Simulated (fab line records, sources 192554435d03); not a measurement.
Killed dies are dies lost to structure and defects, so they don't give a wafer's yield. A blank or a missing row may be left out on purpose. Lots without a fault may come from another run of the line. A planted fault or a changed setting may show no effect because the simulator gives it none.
Chamber matching | flow n5_finfet | N5_BEOL_M10_ETCH_62 on rie_diel-04: 4 sister chambers
The step etches SOC in N2/H2, target depth 110 nm, overetch 22 nm, time 165 s. 4 wafers are shown with their chamber, then 9 later ones without.

WAFERS WITH THEIR CHAMBER
wafer  | chamber | drypump_motor_current_A (A)
L082.5 | 3       | 5.0
L090.3 | 2       | 5.7
L090.4 | 0       | 5.9
L090.6 | 1       | 5.4

WAFERS WITHOUT THEIR CHAMBER
wafer  | drypump_motor_current_A (A)
L089.3 | 5.0
L089.5 | 5.7
L089.6 | 5.4
L094.1 | 5.4
L094.2 | 5.9
L094.4 | 4.9
L093.1 | 5.7
L093.2 | 5.4
L093.4 | 5.9

WHICH CHAMBER EACH WENT THROUGH
wafer  | from the rows above | in truth
L089.3 | 3                   | 3
L089.5 | 2                   | 2
L089.6 | 1                   | 1
L094.1 | 1                   | 1
L094.2 | 0                   | 0
L094.4 | 3                   | 3
L093.1 | 2                   | 2
L093.2 | 1                   | 1
L093.4 | 0                   | 0
Placed correctly: 9 of 9. Can't be placed from these rows: 0. Placed wrongly: 0.
How it was worked out, from the rows above alone: a wafer's distance from a chamber is the root of the sum, over the readings, of the square of ((its reading less the chamber's mean) divided by the reading's scatter). The wafer belongs to the nearest chamber; if the next one is less than 2 further off, it can't be placed. A chamber's mean is the mean of its shown wafers. The scatter: with one shown wafer a chamber, the root of the mean of the squares of how far each hidden wafer lies from its nearest shown one.
